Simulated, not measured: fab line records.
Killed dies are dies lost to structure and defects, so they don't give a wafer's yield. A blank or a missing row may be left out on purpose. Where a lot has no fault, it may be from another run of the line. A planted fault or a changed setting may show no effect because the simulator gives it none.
fab line records	flow n5_finfet	part 1 of 2: steps 1 to 3 of 6
record lots=21	wafers=63	last_day=21
route steps=1938 shown DUMMY_GATE@235 SD_EPI_N@274 SD_EPI_P@311 SDB@368 HKMG_FIN@398
lots that met no fault: from a run of the same line without faults
start_h: hours from the record's opening day to when the first of the lot's shown wafers began	wait_h: hours from the lot's prior step to this one	" the same as in the row above	L1.1+2: several wafers, shown together as one row	- value missing, or start not given	* or withheld: withheld	< > ~ a bound
route shown NAME@n: names a module that has steps shown in the file, with the first one's number in the route	usual: mean/standard deviation taken from wafers without a fault	same: alike in all rows	chamber/n: place in a boat	sites: readings site by site	_std_site: the values' standard deviation	_edge_site: mean of outer sites minus mean of inner sites	radius_mm: how far each site lies from the wafer's centre	mask NAME#n: copy n	behind: the most recent tool/chamber to have shaped the wafer	hold: what put the lot on hold/how long, in hours/how the hold closed	device: whichever transistor did not switch (one of n, p or np)	end of line: tests of these same wafers at the route's end	for a step that has no rows: nothing shown but its recipe	killed: dies that structure and defects cost at the first sort, which is not the same as the wafer's yield	map: a wafer's dies, x killed, . not, _ none there
set.NAME: setting as actually run; set.NAME@STEP: the setting as run at that earlier step	model.NAME: the simulator's own value behind a step, which no gauge read
steps of the route over a sample of lots; a table a step, a row a wafer
services: a tool's chamber out of use, with start hour (start_h, from the record's first day; less than 0 if before it), hours out, and reason
## steps
# step N5_DUMMY_GATE_ETCH_29
# recipe chemistry=N2/H2	target=underlayer	target_depth_a=130	ion_energy_ev=200	pressure_mtorr=30	source_w=840	bias_w=150	n2_flow_sccm=200	h2_flow_sccm=200
# usual drypump_motor_current_A=5.6/0.47	oes_product_au=0.76/0.053	rf_vpp_V=524.6/2.9	showerhead_plenum_p_Torr=2.57/0.1	throttle_valve_pct=17.97/0.28
lot.wafer	tool	chamber	start_h	wait_h	drypump_motor_current_A	oes_product_au	rf_hours_counter_h	rf_vpp_V	showerhead_plenum_p_Torr	throttle_valve_pct
L074.1	rie_diel-02	2	46.36	0.0	5.0	0.73	183	526.2	2.63	17.89
L074.4	"	0	"	"	4.8	0.73	200	521.0	2.40	18.29
L074.6	"	1	"	"	6.4	0.85	-	527.3	2.69	17.61
L075.2	rie_diel-02	1	52.00	0.0	6.4	0.84	50	527.7	2.69	17.64
L075.3	"	3	"	"	5.7	0.86	46	522.0	2.51	18.46
L075.4	"	2	"	"	5.0	0.73	184	526.7	2.63	17.87
L076.2	rie_diel-06	3	58.14	0.0	6.1	0.71	232	525.0	2.61	18.13
L076.4	"	0	"	"	5.8	0.81	95	524.2	2.58	18.14
L076.6	"	2	"	"	5.5	0.73	-	523.2	2.51	17.77
L077.2	rie_diel-05	2	63.70	0.0	6.1	0.82	97	526.5	2.70	18.00
L077.3	"	1	"	"	5.6	0.73	173	527.1	2.66	18.10
L077.5	"	0	"	"	5.0	0.74	-	520.5	2.43	17.91
L078.2	rie_diel-06	2	73.38	0.0	5.5	0.74	187	524.6	2.51	17.77
L078.4	"	3	"	"	6.0	0.71	234	524.8	2.61	18.15
L078.5	"	3	"	"	6.0	0.71	-	527.6	2.61	18.16
L079.4	rie_diel-02	2	77.25	0.0	5.0	0.72	189	526.0	2.63	17.89
L079.5	"	1	"	"	6.4	0.83	-	528.6	2.69	17.63
L079.6	"	0	"	"	4.8	0.73	-	519.1	2.40	18.29
L080.2	rie_diel-06	2	84.41	0.0	5.5	0.74	188	523.4	2.51	17.78
L080.4	"	1	"	"	5.5	0.86	50	527.9	2.67	17.38
L080.5	"	3	"	"	6.1	0.71	-	525.6	2.61	18.14
L081.3	rie_diel-05	1	89.52	0.0	5.6	0.74	177	526.9	2.65	18.09
L081.5	"	1	"	"	5.6	0.73	-	525.1	2.65	18.11
L081.6	"	0	"	"	5.0	0.74	-	521.4	2.43	17.91
L084.1	rie_diel-02	2	109.31	0.0	5.0	0.71	195	526.6	2.63	17.89
L084.4	"	3	"	"	5.7	0.85	56	519.7	2.51	18.48
L084.5	"	0	"	"	4.8	0.71	-	520.6	2.39	18.29
L085.2	rie_diel-02	3	115.52	0.0	5.7	0.84	57	522.4	2.51	18.47
L085.3	"	2	"	"	5.0	0.71	196	527.0	2.63	17.89
L085.4	"	0	"	"	4.8	0.71	215	519.6	2.39	18.32
L086.2	rie_diel-06	3	119.68	0.0	6.1	0.69	243	526.3	2.60	18.14
L086.3	"	0	"	"	5.8	0.78	106	524.4	2.58	18.13
L086.4	"	2	"	"	5.5	0.73	195	523.8	2.51	17.79
L087.1	rie_diel-05	2	122.96	0.0	6.1	0.82	105	528.1	2.70	18.05
L087.2	"	3	"	"	5.8	0.76	151	520.0	2.44	17.80
L087.6	"	0	"	"	5.0	0.75	-	520.1	2.43	17.91
L088.2	rie_diel-02	2	128.64	0.0	5.0	0.70	199	526.9	2.63	17.90
L088.5	"	3	"	"	5.7	0.83	-	521.3	2.51	18.47
L088.6	"	2	"	"	5.0	0.70	-	527.3	2.63	17.92
L089.1	rie_diel-06	0	135.32	0.0	5.8	0.79	110	525.1	2.58	18.17
L089.2	"	3	"	"	6.1	0.70	246	526.0	2.60	18.18
L089.4	"	1	"	"	5.5	0.85	60	528.4	2.67	17.40
L090.3	rie_diel-05	3	143.60	0.0	5.7	0.76	154	521.2	2.44	17.79
L090.4	"	1	"	"	5.6	0.71	185	525.4	2.65	18.11
L090.6	"	0	"	"	5.0	0.74	-	520.6	2.43	17.93
L091.3	rie_diel-02	1	149.49	0.0	6.4	0.80	69	528.8	2.68	17.63
L091.4	"	3	"	"	5.7	0.83	65	522.6	2.51	18.49
L091.5	"	1	"	"	6.4	0.81	-	527.4	2.68	17.64
L092.2	rie_diel-05	2	154.65	0.0	6.1	0.82	111	527.9	2.70	18.05
L092.3	"	0	"	"	5.0	0.74	158	520.9	2.43	17.93
L092.5	"	1	"	"	5.6	0.72	-	526.8	2.65	18.13
L093.2	rie_diel-05	0	160.70	0.0	5.0	0.73	161	520.4	2.43	17.94
L093.3	"	2	"	"	6.2	0.80	113	527.5	2.69	18.05
L093.6	"	1	"	"	5.6	0.72	-	527.0	2.65	18.12
L094.2	rie_diel-02	1	168.63	0.0	6.4	0.80	77	528.3	2.68	17.66
L094.3	"	2	"	"	5.0	0.70	210	526.3	2.62	17.93
L094.4	"	3	"	"	5.7	0.82	72	521.3	2.50	18.50
L095.1	rie_diel-05	1	171.51	0.0	5.6	0.72	194	527.1	2.65	18.14
L095.2	"	2	"	"	6.2	0.80	117	528.0	2.69	18.03
L095.6	"	1	"	"	5.5	0.72	-	525.8	2.65	18.13
L096.1	rie_diel-06	2	178.86	0.0	5.5	0.72	217	523.3	2.50	17.82
L096.2	"	0	"	"	5.8	0.76	128	522.9	2.57	18.19
L096.5	"	1	"	"	5.6	0.83	-	528.0	2.66	17.43
# step N5_DUMMY_GATE_HM_OPEN_21
# recipe chemistry=CH3F/O2	target=SiNx	target_depth_a=1200	Ar_flow_sccm=150	CH3F_flow_sccm=30	O2_flow_sccm=23	time_s=171.4	pressure_mtorr=30	source_w=395	bias_w=73	ion_energy_ev=120.7
# usual drypump_motor_current_A=5.6/0.42	oes_product_au=0.77/0.052	rf_vpp_V=303/8.2	showerhead_plenum_p_Torr=2.04/0.08	throttle_valve_pct=16.49/0.21
lot.wafer	tool	chamber	start_h	wait_h	drypump_motor_current_A	oes_product_au	rf_hours_counter_h	rf_vpp_V	showerhead_plenum_p_Torr	throttle_valve_pct
L074.1	rie_diel-02	2	46.81	0.0	5.0	0.73	183	296	2.08	16.42
L074.4	"	0	"	"	4.8	0.73	200	306	1.91	16.83
L074.6	"	2	"	"	5.0	0.73	-	297	2.08	16.43
L075.2	rie_diel-02	1	52.44	0.0	6.4	0.86	50	310	2.14	16.28
L075.3	"	3	"	"	5.7	0.87	47	322	1.96	16.56
L075.4	"	2	"	"	5.0	0.74	184	296	2.08	16.42
L076.2	rie_diel-05	1	58.58	0.0	5.6	0.74	173	292	2.10	16.63
L076.4	"	0	"	"	5.0	0.74	143	311	1.93	16.53
L076.6	"	2	"	"	6.1	0.81	-	295	2.14	16.34
L077.2	rie_diel-02	3	64.14	0.0	5.7	0.87	48	322	1.96	16.53
L077.3	"	1	"	"	6.4	0.84	52	310	2.14	16.26
L077.5	"	0	"	"	4.8	0.72	-	306	1.91	16.83
L078.2	rie_diel-06	0	73.83	0.0	5.8	0.81	97	308	2.03	16.57
L078.4	"	1	"	"	5.5	0.86	-	304	2.12	16.01
L078.5	"	0	"	"	5.8	0.81	-	308	2.03	16.58
L079.4	rie_diel-02	2	77.75	0.0	5.0	0.73	190	298	2.08	16.43
L079.5	"	3	"	"	5.7	0.87	-	322	1.95	16.54
L079.6	"	0	"	"	4.8	0.72	-	305	1.91	16.85
L080.2	rie_diel-05	2	84.86	0.0	6.2	0.80	100	295	2.14	16.36
L080.4	"	3	"	"	5.8	0.75	146	302	1.93	16.33
L080.5	"	2	"	"	6.2	0.80	-	296	2.14	16.35
L081.3	rie_diel-05	2	89.96	0.0	6.1	0.80	101	295	2.14	16.34
L081.5	"	0	"	"	5.0	0.74	-	310	1.93	16.54
L081.6	"	1	"	"	5.5	0.73	-	290	2.10	16.64
L084.1	rie_diel-06	3	109.76	0.0	6.0	0.70	241	306	2.08	16.81
L084.4	"	1	"	"	5.5	0.86	55	304	2.11	16.02
L084.5	"	0	"	"	5.8	0.80	-	309	2.03	16.59
L085.2	rie_diel-05	1	115.97	0.0	5.6	0.73	181	292	2.10	16.66
L085.3	"	0	"	"	5.0	0.74	151	310	1.93	16.54
L085.4	"	2	"	"	6.1	0.81	105	296	2.14	16.37
L086.2	rie_diel-06	0	120.13	0.0	5.8	0.79	106	307	2.03	16.61
L086.3	"	2	"	"	5.6	0.73	195	296	2.02	16.47
L086.4	"	1	"	"	5.5	0.85	57	302	2.11	16.04
L087.1	rie_diel-06	1	123.40	0.0	5.6	0.84	58	304	2.11	16.02
L087.2	"	3	"	"	6.0	0.69	244	307	2.08	16.80
L087.6	"	2	"	"	5.5	0.74	-	296	2.02	16.47
L088.2	rie_diel-05	3	129.09	0.0	5.7	0.76	152	302	1.93	16.34
L088.5	"	2	"	"	6.1	0.80	-	297	2.14	16.38
L088.6	"	3	"	"	5.7	0.75	-	300	1.93	16.34
L089.1	rie_diel-06	0	135.92	0.0	5.8	0.79	110	308	2.03	16.61
L089.2	"	2	"	"	5.5	0.73	199	294	2.02	16.48
L089.4	"	3	"	"	6.1	0.69	247	308	2.08	16.81
L090.3	rie_diel-06	3	144.05	0.0	6.0	0.68	248	306	2.08	16.82
L090.4	"	0	"	"	5.8	0.79	112	306	2.03	16.62
L090.6	"	0	"	"	5.8	0.79	-	309	2.03	16.61
L091.3	rie_diel-05	0	150.12	0.0	5.0	0.73	156	309	1.93	16.54
L091.4	"	2	"	"	6.1	0.80	109	294	2.13	16.36
L091.5	"	2	"	"	6.1	0.80	-	295	2.13	16.38
L092.2	rie_diel-05	0	155.22	0.0	5.0	0.74	159	310	1.93	16.53
L092.3	"	2	"	"	6.1	0.80	111	296	2.13	16.40
L092.5	"	3	"	"	5.7	0.74	-	302	1.93	16.36
L093.2	rie_diel-06	1	161.15	0.0	5.6	0.83	67	306	2.11	16.05
L093.3	"	0	"	"	5.8	0.78	117	307	2.03	16.63
L093.6	"	2	"	"	5.6	0.72	-	295	2.01	16.48
L094.2	rie_diel-02	2	169.10	0.0	5.0	0.70	211	298	2.07	16.46
L094.3	"	3	"	"	5.7	0.84	73	322	1.95	16.60
L094.4	"	1	"	"	6.4	0.81	77	311	2.13	16.31
L095.1	rie_diel-05	3	172.48	0.0	5.7	0.74	164	301	1.93	16.37
L095.2	"	0	"	"	5.0	0.72	166	311	1.93	16.56
L095.6	"	0	"	"	5.0	0.72	-	310	1.93	16.55
L096.1	rie_diel-05	1	179.41	0.0	5.6	0.72	198	292	2.10	16.68
L096.2	"	2	"	"	6.2	0.79	121	296	2.13	16.38
L096.5	"	2	"	"	6.2	0.79	-	295	2.13	16.40
# step N5_SD_EPI_N_ETCH_34
# recipe chemistry=CF4	target=SiARC	target_depth_a=455	mask_material=CAR-ArF-block	time_s=75.8	ion_energy_ev=80	pressure_mtorr=40	source_w=545	bias_w=36	Ar_flow_sccm=100	cf4_flow_sccm=100	ends=cleared
# usual drypump_motor_current_A=5.65/0.23	etch_rf_on_time_s=76.3/2.7	oes_product_au=0.65/0.059	rf_vpp_V=184.2/1.1	showerhead_plenum_p_Torr=2.15/0.06	throttle_valve_pct=15.72/0.15
lot.wafer	tool	chamber	start_h	wait_h	drypump_motor_current_A	etch_rf_on_time_s	oes_product_au	rf_hours_counter_h	rf_vpp_V	showerhead_plenum_p_Torr	throttle_valve_pct
L074.1	rie_diel-01	1	48.73	0.0	5.56	75.0	0.78	23	185.8	2.27	15.52
L074.4	"	3	"	"	5.84	79.1	0.60	205	182.8	2.13	15.63
L074.6	"	2	"	"	5.64	81.0	0.66	-	184.8	2.15	15.90
L075.2	rie_diel-04	3	54.42	0.0	5.24	78.5	0.64	131	185.2	2.22	15.87
L075.3	"	1	"	"	5.90	72.6	0.62	227	185.2	2.09	15.73
L075.4	"	2	"	"	5.41	75.8	0.62	200	184.4	2.21	15.68
L076.2	rie_diel-01	1	61.44	0.0	5.56	74.0	0.78	27	185.4	2.27	15.52
L076.4	"	3	"	"	5.87	78.4	0.60	-	184.8	2.13	15.65
L076.6	"	1	"	"	5.54	74.1	0.78	-	186.8	2.26	15.54
L077.2	rie_diel-04	2	66.00	0.0	5.40	76.5	0.61	203	185.1	2.21	15.67
L077.3	"	1	"	"	5.90	72.7	0.62	230	183.9	2.09	15.72
L077.5	"	0	"	"	5.90	73.4	0.61	-	184.4	2.11	16.03
L078.2	rie_diel-03	2	75.47	0.0	5.98	77.3	0.65	137	185.7	2.22	15.59
L078.4	"	0	"	"	5.52	71.5	0.64	-	182.3	2.13	15.60
L078.5	"	1	"	"	5.77	73.7	0.73	-	182.2	2.08	15.60
L079.4	rie_diel-04	1	80.90	0.0	5.88	73.6	0.61	233	185.4	2.09	15.72
L079.5	"	1	"	"	5.86	72.8	0.61	-	184.3	2.09	15.73
L079.6	"	2	"	"	5.45	77.4	0.61	-	185.6	2.21	15.70
L080.2	rie_diel-03	0	86.98	0.0	5.50	71.8	0.64	170	182.5	2.13	15.58
L080.4	"	1	"	"	5.76	74.9	0.71	-	183.2	2.07	15.61
L080.5	"	0	"	"	5.51	72.0	0.63	-	181.9	2.13	15.60
L081.3	rie_diel-04	1	92.04	0.0	5.92	74.8	0.60	235	184.1	2.09	15.75
L081.5	"	0	"	"	5.86	75.4	0.60	-	183.1	2.11	16.06
L081.6	"	3	"	"	5.23	79.4	0.64	-	185.2	2.22	15.86
L084.1	rie_diel-04	3	111.54	0.0	5.26	79.6	0.64	141	184.8	2.21	15.88
L084.4	"	0	"	"	5.81	75.4	0.60	246	183.2	2.11	16.05
L084.5	"	3	"	"	5.24	78.8	0.64	-	185.5	2.21	15.87
L085.2	rie_diel-03	1	118.11	0.0	5.77	73.8	0.71	91	184.5	2.07	15.64
L085.3	"	0	"	"	5.53	71.6	0.64	182	183.6	2.12	15.62
L085.4	"	1	"	"	5.79	73.8	0.71	-	184.4	2.07	15.62
L086.2	rie_diel-03	0	121.91	0.0	5.54	73.3	0.62	182	184.9	2.12	15.63
L086.3	"	3	"	"	5.65	79.1	0.69	107	182.5	2.07	15.53
L086.4	"	0	"	"	5.54	73.0	0.63	-	185.0	2.12	15.62
L087.1	rie_diel-01	1	125.17	0.0	5.56	75.7	0.75	45	186.5	2.26	15.57
L087.2	"	3	"	"	5.85	79.6	0.59	226	183.2	2.13	15.68
L087.6	"	2	"	"	5.65	80.7	0.64	-	184.0	2.14	15.96
L088.2	rie_diel-04	1	130.91	0.0	5.91	73.4	0.60	244	182.5	2.09	15.75
L088.5	"	3	"	"	5.23	79.0	0.64	-	184.3	2.21	15.90
L088.6	"	2	"	"	5.40	78.0	0.59	-	183.5	2.20	15.72
L089.1	rie_diel-04	2	138.02	0.0	5.42	76.9	0.59	219	186.3	2.20	15.72
L089.2	"	1	"	"	5.90	72.7	0.61	247	184.1	2.09	15.76
L089.4	"	3	"	"	5.23	77.8	0.64	-	185.5	2.21	15.88
L090.3	rie_diel-03	1	145.82	0.0	5.75	75.5	0.69	96	184.4	2.07	15.66
L090.4	"	2	"	"	5.93	77.8	0.63	156	185.0	2.22	15.64
L090.6	"	3	"	"	5.65	78.3	0.68	-	182.0	2.07	15.53
L091.3	rie_diel-04	0	151.90	0.0	5.86	73.3	0.84	2	184.2	2.10	15.56
L091.4	"	2	"	"	5.40	77.2	0.59	-	183.9	2.20	15.72
L091.5	"	3	"	"	5.22	78.0	0.63	-	184.9	2.21	15.89
L092.2	rie_diel-01	3	157.97	0.0	5.84	79.7	0.58	237	184.1	2.12	15.70
L092.3	"	2	"	"	5.64	80.1	0.64	151	184.2	2.14	15.98
L092.5	"	0	"	"	5.73	74.6	0.72	-	182.3	2.09	15.55
L093.2	rie_diel-03	0	163.40	0.0	5.53	74.0	0.61	193	183.2	2.12	15.62
L093.3	"	2	"	"	5.98	77.5	0.64	162	184.4	2.21	15.62
L093.6	"	0	"	"	5.53	74.0	0.61	-	184.2	2.12	15.63
L094.2	rie_diel-01	1	171.27	0.0	5.54	76.1	0.72	62	183.9	2.25	15.59
L094.3	"	2	"	"	5.65	81.0	0.63	157	184.0	2.14	15.98
L094.4	"	3	"	"	5.87	80.9	0.57	242	183.4	2.12	15.71
L095.1	rie_diel-04	3	174.57	0.0	5.23	79.0	0.62	165	184.6	2.21	15.93
L095.2	"	0	"	"	5.86	73.5	0.82	12	183.9	2.10	15.58
L095.6	"	2	"	"	5.41	78.0	0.59	-	184.7	2.20	15.75
L096.1	rie_diel-01	2	181.15	0.0	5.64	80.7	0.62	160	185.2	2.14	16.01
L096.2	"	3	"	"	5.87	80.0	0.57	246	183.3	2.12	15.69
L096.5	"	0	"	"	5.75	74.2	0.72	-	182.6	2.09	15.58
